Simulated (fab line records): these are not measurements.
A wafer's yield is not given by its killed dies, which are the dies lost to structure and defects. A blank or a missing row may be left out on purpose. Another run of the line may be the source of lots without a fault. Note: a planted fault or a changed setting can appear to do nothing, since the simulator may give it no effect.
Matching of chambers | flow nandHarc | NHARC_P_GATE_DESCUM_13 on rieDiel-10 has 4 sister chambers
The step chemistry O2, time 3 s. 16 wafers are shown with their chamber, then 8 later ones without.

## WAFERS, EACH WITH ITS CHAMBER
wafer  | chamber | showerheadPlenumPTorr (Torr) | drypumpMotorCurrentA (A) | oesProductAu (a.u.)
L075.1 | 0       | 1.95                         | 5.8                      | 1.013
L075.2 | 1       | 1.81                         | 5.7                      | 0.980
L075.5 | 3       | 1.96                         | 6.4                      | 1.014
L076.1 | 2       | 1.89                         | 5.2                      | 0.996
L076.3 | 3       | 1.96                         | 6.4                      | 1.018
L076.6 | 2       | 1.89                         | 5.3                      | 0.986
L080.2 | 0       | 1.95                         | 5.8                      | 1.006
L080.4 | 2       | 1.89                         | 5.2                      | 0.975
L080.5 | 1       | 1.81                         | 5.7                      | 0.985
L086.2 | 0       | 1.95                         | 5.9                      | 1.019
L086.4 | 1       | 1.80                         | 5.6                      | 0.988
L086.6 | 2       | 1.89                         | 5.2                      | 0.969
L089.2 | 2       | 1.89                         | 5.2                      | 0.985
L089.4 | 3       | 1.96                         | 6.4                      | 1.007
L089.5 | 0       | 1.95                         | 5.8                      | 1.004
L093.3 | 0       | 1.95                         | 5.9                      | 1.027

SIGNATURES, as means of the wafers listed above
reading               | chamber 0 | chamber 1 | chamber 2 | chamber 3 | scatter within a chamber
showerheadPlenumPTorr | 1.9500    | 1.8067    | 1.8900    | 1.9600    | 0.00236
drypumpMotorCurrentA  | 5.840     | 5.667     | 5.220     | 6.400     | 0.0471
oesProductAu          | 1.01380   | 0.98433   | 0.98220   | 1.01300   | 0.00862
Rule: distance of a wafer from a chamber = root of the sum over the readings of ((wafer's reading minus chamber's mean) / reading's scatter) squared. If the next closest chamber is less than 2 further off than the closest, the wafer can't be placed; otherwise it belongs to the closest. How the scatter is found: for the shown wafers, subtract from each reading the mean of its chamber, square and add these, divide the total by (wafers less chambers), then take the root.

## WAFERS MISSING THEIR CHAMBER
wafer  | showerheadPlenumPTorr (Torr) | drypumpMotorCurrentA (A) | oesProductAu (a.u.)
L093.5 | 1.89                         | 5.2                      | 1.000
L093.6 | 1.80                         | 5.7                      | 1.013
L094.1 | 1.95                         | 5.8                      | 1.029
L094.4 | 1.80                         | 5.7                      | 1.008
L094.5 | 1.80                         | 5.7                      | 1.007
L095.1 | 1.80                         | 5.7                      | 1.010
L095.4 | 1.95                         | 5.8                      | 1.027
L095.5 | 1.95                         | 5.8                      | 1.030

## EACH ONE'S CHAMBER
wafer  | from the rows above | in truth
L093.5 | 2                   | 2
L093.6 | 1                   | 1
L094.1 | 0                   | 0
L094.4 | 1                   | 1
L094.5 | 1                   | 1
L095.1 | 1                   | 1
L095.4 | 0                   | 0
L095.5 | 0                   | 0
Correct placement for 8 of the 8. Number that these rows cannot place: 0. Placed wrongly: 0.
